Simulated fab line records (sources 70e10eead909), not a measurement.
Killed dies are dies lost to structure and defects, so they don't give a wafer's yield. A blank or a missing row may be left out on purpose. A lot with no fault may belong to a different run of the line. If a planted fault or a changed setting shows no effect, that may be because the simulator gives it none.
fab line records    flow nand_harc
record lots=7  wafers=18  last_day=24
route steps=1159 shown A_WL_FILL@813
lots with no fault: from the same line, run without faults
start_h: hours from the record's opening day to when the first of the lot's shown wafers began    wait_h: how many hours have passed since the lot's step before this one    " identical to the entry in the row above    L1.1+2: a row that stands for several wafers    - no value present, or no start provided    * or withheld: withheld    < > ~ a bound
route shown NAME@n: a module of which the file shows steps, and the number in the route of the first    usual: mean/standard deviation taken from wafers without a fault    same: alike in all rows    chamber/n: place in a boat    sites: the reading at each site    _std_site: standard deviation of those values    _edge_site: the outer-site mean with the inner-site mean subtracted    radius_mm: how far each site lies from the wafer's centre    mask NAME#n: copy n    behind: the last tool/chamber to shape the wafer    hold: reason for holding the lot/hours on hold/outcome of the hold    device: the transistor (n, p or np) that didn't switch    end of line: the tests these same wafers got at the end of their route    a step without rows: its recipe alone    killed: not the wafer's yield, but the dies lost to structure and defects at the first sort    map: dies across one wafer; x = killed, . = not, _ = none there
set.NAME: the run value of the setting; set.NAME@STEP: its run value at that earlier step    model.NAME: the simulator's own value behind a step, which no gauge read
lots at some steps of the route; a table a step, a row a wafer
services: when a tool's chamber went out of use (start_h, in hours from the record's first day, below 0 if earlier), for how many hours, and the reason
## steps
# step NHARC_A_WL_FILL_CVD_03
# recipe target_thk_a=400  temp_c=300  pressure_torr=40  wf6_flow_sccm=40  h2_flow_sccm=1600  ar_flow_sccm=1560  time_s=3302  material=W
# step NHARC_A_WL_FILL_ETCHBACK_04
# recipe target_depth_a=600  time_s=120  chemistry=NF3
# usual chamber_pressure_mTorr=299.98/0.29  drypump_motor_current_A=5.8/0.45  oes_product_au=1.000/0.011  run_length_s=141.4/0.36
# same time_s=120
lot.wafer  tool          chamber  start_h  wait_h  chamber_pressure_mTorr  drypump_motor_current_A  oes_product_au  rf_hours_counter_h  run_length_s
L284.4     rie_metal-02  1        340.28   1.5     300.14                  6.2                      0.997           -                   141.3
L284.3     "             0        "        "       299.82                  5.6                      0.983           -                   140.8
L284.5     "             0        "        "       299.73                  5.6                      0.991           -                   141.3
L290.2     rie_metal-02  1        385.91   2.9     299.97                  6.2                      0.995           4.8                 141.6
L290.3     "             0        "        "       299.54                  5.6                      0.975           -                   141.3
L290.6     "             0        "        "       299.79                  5.6                      0.980           -                   140.9
L294.1     rie_metal-01  0        400.92   2.8     299.89                  5.2                      0.993           1.1                 141.5
L294.3     "             0        "        "       300.03                  5.2                      1.006           -                   141.4
L294.6     "             0        "        "       299.82                  5.2                      1.015           -                   141.7
L292.2     rie_metal-03  0        403.76   2.9     300.29                  6.5                      1.018           2.9                 141.3
L292.3     "             0        "        "       300.08                  6.5                      1.006           -                   141.6
L292.5     "             1        "        "       300.09                  5.4                      0.997           -                   141.7
L304.1     rie_metal-01  0        464.83   2.4     299.84                  5.2                      0.995           3.3                 141.7
L304.2     "             0        "        "       300.10                  5.2                      1.002           -                   141.4
L306.2     rie_metal-02  0        464.87   2.9     300.12                  5.6                      0.989           2.1                 140.9
L306.6     "             1        "        "       299.55                  6.2                      0.989           -                   141.5
L307.2     rie_metal-03  1        476.76   2.4     299.84                  5.4                      0.987           0.5                 142.2
L307.6     "             0        "        "       299.62                  6.5                      1.015           -                   141.0
# step NHARC_A_WL_FILL_ETCHBACK_05
# recipe target_depth_a=220  time_s=60  temp_c=40  chemistry=Cl2/BCl3
# usual chamber_pressure_mTorr=10.000/0.0093  drypump_motor_current_A=5.8/0.44  oes_product_au=0.999/0.0098  run_length_s=81.4/0.38
# same time_s=60
lot.wafer  tool          chamber  start_h  wait_h  chamber_pressure_mTorr  drypump_motor_current_A  oes_product_au  rf_hours_counter_h  run_length_s
L284.4     rie_metal-02  1        340.48   0.2     9.995                   6.2                      0.987           -                   81.7
L284.3     "             0        "        "       9.996                   5.6                      0.991           -                   80.7
L284.5     "             0        "        "       10.002                  5.6                      0.988           -                   81.1
L290.2     rie_metal-02  1        386.11   0.2     9.981                   6.2                      1.011           4.9                 81.1
L290.3     "             0        "        "       10.001                  5.6                      0.993           -                   80.7
L290.6     "             0        "        "       10.010                  5.6                      0.978           -                   80.9
L294.1     rie_metal-01  0        401.17   0.2     9.994                   5.2                      0.986           1.2                 81.8
L294.3     "             0        "        "       10.015                  5.2                      0.988           -                   81.6
L294.6     "             1        "        "       10.019                  5.6                      1.003           -                   81.6
L292.2     rie_metal-03  0        404.02   0.2     10.005                  6.5                      1.017           3.0                 81.3
L292.3     "             1        "        "       9.994                   5.4                      1.006           -                   81.9
L292.5     "             1        "        "       9.997                   5.4                      1.002           -                   82.1
L306.2     rie_metal-02  1        465.07   0.2     9.998                   6.2                      0.997           2.3                 81.7
L306.6     "             1        "        "       10.008                  6.2                      0.990           -                   81.1
L304.1     rie_metal-01  0        465.27   0.4     9.992                   5.2                      0.995           3.5                 81.7
L304.2     "             0        "        "       9.993                   5.2                      0.995           -                   81.3
L307.2     rie_metal-03  1        476.97   0.2     10.009                  5.4                      0.995           0.6                 81.9
L307.6     "             0        "        "       10.001                  6.5                      0.999           -                   81.0
# step NHARC_A_WL_FILL_STRIP_27
# recipe power_w=1500  temp_c=250  time_s=20  chemistry=N2/H2
# step NHARC_A_WL_FILL_STRIP_28
# recipe time_s=1200  temp_c=72.5  chemistry=post_etch_residue_remover
# step NHARC_A_WL_FILL_PRECLEAN_06
# recipe time_s=300  chemistry=DIW
# step NHARC_A_WL_FILL_SRD_07
# step NHARC_A_WL_FILL_ANNEAL_08
# recipe temp_c=450  time_s=1800
# step NHARC_A_WL_FILL_ALD_10
# recipe target_thk_a=500  pulse_time_s=10  ald_cycles=500  temp_c=300  material=SiO2
# usual heater_power_w=465/34  precursor_pulse_height_rel=1.001/0.02
lot.wafer  tool       chamber  start_h  wait_h  heater_power_w  precursor_pulse_height_rel
L284.3     ald_hk-03  0        348.36   0.6     526             1.028
L284.4     "          2        349.40   1.6     466             0.999
L284.5     "          3        "        "       483             1.056
L290.3     ald_hk-01  3        392.80   1.1     515             0.987
L290.2     "          0        "        "       440             0.986
L290.6     "          2        394.35   2.6     406             0.995
L294.1     ald_hk-04  0        412.27   1.6     433             0.989
L294.3     "          1        "        "       499             0.976
L294.6     "          2        "        "       459             1.019
L292.3     ald_hk-03  3        414.87   4.1     480             1.016
L292.2     "          0        "        "       530             0.989
L292.5     "          2        416.43   5.7     463             1.018
L304.1     ald_hk-01  2        474.70   0.1     421             0.978
L304.2     "          0        475.74   1.1     456             0.991
L306.2     ald_hk-03  0        477.75   3.1     528             1.028
L306.6     "          1        480.30   5.7     456             0.997
L307.2     ald_hk-03  0        483.86   0.1     550             0.974
L307.6     "          1        489.03   5.2     462             1.001
# step NHARC_A_WL_FILL_ETCHBACK_16
# recipe target_depth_a=880  time_s=17.6  c4f8_flow_sccm=withheld  o2_flow_sccm=8  ar_flow_sccm=withheld  rf_w=600  bias_w=800  chemistry=C4F8/O2/Ar
# usual bias_w=800.3/2.3  chamber_pressure_mTorr=25.00/0.054  oes_product_au=0.992/0.02  rf_vpp_V=723/4.6  run_length_s=39.0/0.41
# same time_s=17.6
lot.wafer  tool         chamber  start_h  wait_h  bias_w  chamber_pressure_mTorr  oes_product_au  rf_hours_counter_h  rf_vpp_V  run_length_s
L284.4     rie_diel-05  2        -        -       798.8   24.96                   0.992           0                   725       39.1
L284.3     "            0        "        "       802.2   24.99                   0.988           0                   722       38.2
L284.5     "            1        "        "       800.7   24.95                   1.005           -                   720       39.4
L290.2     rie_diel-06  2        -        -       801.2   24.99                   1.004           10                  730       38.9
L290.3     "            3        "        "       801.6   25.01                   1.003           10                  726       39.2
L290.6     "            0        "        "       802.5   25.00                   1.015           -                   717       39.2
L294.3     rie_diel-06  0        -        -       798.8   25.02                   1.002           10                  717       38.8
L294.1     "            1        "        "       800.1   24.97                   0.997           10                  716       39.2
L294.6     "            1        "        "       798.8   24.99                   0.991           -                   717       39.3
L292.3     rie_diel-13  1        -        -       803.1   25.02                   0.990           3                   721       39.2
L292.2     "            2        "        "       798.3   25.00                   0.982           3                   717       38.8
L292.5     "            0        "        "       800.1   25.01                   0.984           -                   728       39.3
L304.2     rie_diel-06  0        -        -       798.6   25.01                   0.990           2                   718       38.9
L304.1     "            1        "        "       801.5   25.02                   0.986           2                   716       38.8
L306.2     rie_diel-13  1        -        -       800.2   25.00                   0.986           0                   723       39.9
L306.6     "            3        "        "       800.3   25.03                   0.990           -                   722       39.1
L307.2     rie_diel-05  3        -        -       797.0   25.00                   1.007           5                   728       38.2
L307.6     "            1        "        "       801.3   25.00                   1.008           -                   720       39.3
# step NHARC_A_WL_FILL_STRIP_29
# recipe time_s=20  o2_flow_sccm=500  ar_flow_sccm=0  bias_w=0  chemistry=O2
# usual chamber_pressure_mTorr=60.00/0.053  drypump_motor_current_A=5.8/0.58  oes_product_au=0.997/0.009  rf_vpp_V=57.7/0.85  showerhead_plenum_p_Torr=3.52/0.15  throttle_valve_pct=17.037/0.0086
# same bias_w=0  time_s=20
lot.wafer  tool         chamber  start_h  wait_h  chamber_pressure_mTorr  drypump_motor_current_A  oes_product_au  rf_hours_counter_h  rf_vpp_V  showerhead_plenum_p_Torr  throttle_valve_pct
L284.4     rie_diel-05  0        352.60   0.1     59.98                   5.1                      0.996           0                   57.6      3.44                      17.050
L284.3     "            2        "        "       60.07                   5.9                      0.990           0                   56.7      3.65                      17.035
L284.5     "            0        "        "       59.98                   5.1                      0.988           -                   57.7      3.44                      17.026
L290.3     rie_diel-06  0        396.52   0.1     60.01                   6.5                      1.003           8                   57.2      3.33                      17.047
L290.2     "            1        "        "       60.02                   6.2                      0.995           9                   56.2      3.32                      17.043
L290.6     "            2        "        "       60.02                   5.2                      0.999           -                   56.6      3.75                      17.043
L294.3     rie_diel-06  0        415.98   0.1     60.03                   6.5                      1.003           10                  57.4      3.33                      17.035
L294.1     "            1        "        "       60.03                   6.2                      0.989           10                  55.8      3.32                      17.046
L294.6     "            3        "        "       59.97                   6.5                      0.988           -                   57.2      3.63                      17.052
L292.2     rie_diel-13  1        418.59   0.1     59.93                   5.9                      0.994           3                   57.9      3.54                      17.023
L292.3     "            2        "        "       59.91                   5.5                      0.990           3                   58.4      3.35                      17.030
L292.5     "            2        "        "       60.02                   5.5                      0.989           -                   56.8      3.35                      17.027
L304.1     rie_diel-06  0        479.45   0.1     59.95                   6.5                      1.006           2                   56.7      3.33                      17.049
L304.2     "            1        "        "       59.88                   6.2                      1.010           2                   57.8      3.32                      17.028
L306.2     rie_diel-13  1        482.46   0.1     59.94                   5.9                      0.992           0                   56.8      3.54                      17.038
L306.6     "            3        "        "       59.90                   6.6                      0.992           -                   57.7      3.49                      17.033
L307.2     rie_diel-05  1        491.71   0.1     59.92                   5.7                      1.005           5                   57.1      3.40                      17.030
L307.6     "            0        "        "       60.04                   5.1                      0.997           -                   58.1      3.44                      17.028
# step NHARC_A_WL_FILL_ETCHBACK_17
# recipe target_depth_a=40  time_s=26.7  chemistry=Cl2/BCl3
# usual chamber_pressure_mTorr=9.999/0.0085  drypump_motor_current_A=5.8/0.49  oes_product_au=1.000/0.01  run_length_s=48.1/0.4
lot.wafer  tool          chamber  start_h  wait_h  chamber_pressure_mTorr  drypump_motor_current_A  oes_product_au  rf_hours_counter_h  run_length_s
L284.3     rie_metal-01  0        352.72   -       10.017                  5.2                      0.990           -                   48.3
L284.4     "             1        "        "       10.001                  5.6                      1.002           -                   48.0
L284.5     "             0        "        "       10.007                  5.2                      0.988           -                   48.2
L290.2     rie_metal-03  0        396.73   -       10.013                  6.5                      1.011           2.8                 47.6
L290.3     "             0        "        "       10.006                  6.5                      1.021           -                   47.8
L290.6     "             0        "        "       9.995                   6.5                      1.019           -                   47.9
L294.1     rie_metal-02  1        416.06   -       10.001                  6.2                      1.006           0.7                 48.2
L294.3     "             0        "        "       9.994                   5.6                      0.983           -                   47.7
L294.6     "             1        "        "       9.998                   6.2                      0.992           -                   48.5
L292.2     rie_metal-01  0        418.68   -       10.007                  5.2                      0.992           1.8                 48.0
L292.3     "             1        "        "       10.001                  5.7                      1.019           -                   48.0
L292.5     "             1        "        "       9.994                   5.6                      1.006           -                   48.7
L304.1     rie_metal-02  0        479.53   -       10.010                  5.6                      0.994           2.8                 30.4
L304.2     "             1        "        "       9.991                   6.2                      0.997           2.8                 48.0
L306.2     rie_metal-02  1        482.54   -       10.002                  6.2                      0.999           2.9                 47.9
L306.6     "             1        "        "       10.006                  6.2                      1.005           -                   30.6
L307.2     rie_metal-02  1        491.79   -       10.007                  6.2                      0.998           3.1                 48.4
L307.6     "             1        "        "       10.017                  6.2                      1.006           -                   30.5
# step NHARC_A_WL_FILL_PRECLEAN_18
# recipe time_s=30  chemistry=dHF
## services
tool          chamber  start_h  hours  kind
rie_diel-05   -        320.48   0.4    repair
rie_metal-01  -        332.00   9.0    pm
rie_diel-06   3        332.31   3.0    repair
rie_diel-05   -        340.60   9.0    pm
rie_metal-01  -        356.09   1.7    repair
rie_diel-05   1        361.51   1.6    repair
ald_hk-04     -        365.33   10.0   pm
rie_diel-13   1        368.47   5.6    repair
rie_metal-01  0        370.17   19.6   repair
rie_metal-02  -        377.56   0.6    repair
rie_diel-06   -        381.05   0.5    repair
rie_metal-02  -        388.00   9.0    pm
rie_metal-02  0        388.00   9.0    vent_cycle
rie_diel-06   1        401.22   1.8    repair
ald_hk-01     -        407.71   10.0   pm
rie_diel-06   -        418.20   9.0    pm
rie_diel-13   1        424.12   48.2   repair
rie_diel-13   0        425.82   3.1    repair
rie_diel-05   -        434.99   21.5   repair
rie_metal-01  1        446.36   63.5   repair
rie_metal-03  1        452.28   6.8    repair
rie_diel-13   -        453.00   9.0    pm
rie_metal-03  -        453.00   9.0    pm
ald_hk-03     -        469.20   1.1    repair
## key
first_sign step=NHARC_A_WL_FILL_ETCHBACK_17  reading=run_length_s  direction=down  sigmas=44  usual=*  struck=*
effect none on later readings
met_at NHARC_A_WL_FILL_ETCHBACK_17
struck_wafers L304.1,L306.6,L307.6
later_rows_left_out L304.1,L306.6,L307.6
sort_left_out L304.1,L306.6,L307.6
tester_left_out L304,L306,L307
onset_between 416.06 479.53
fault kind=process_parameter_drift  tool=rie_metal-02  chamber=-  onset_h=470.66  steps=NHARC_A_WL_FILL_ETCHBACK_17  channel=time_s  offset=*  shape=step  end_h=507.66  scope=struck_wafers_only  acts_in=*  stated=*
# tester_left_out: of these lots the tester's yield and bins aren't shown, on N5 and GAA mostly nor the transistor test; their killed dies are dies lost to structure and defects alone, not to doping, threshold or leakage, so they don't give the yield
# sort_left_out: the simulated sort isn't trusted on such a fault, so these wafers' sort isn't shown, and their yield isn't known
# later_rows_left_out: the simulator's readings of these wafers behind a module that went badly wrong aren't trusted and aren't shown, but for the sort
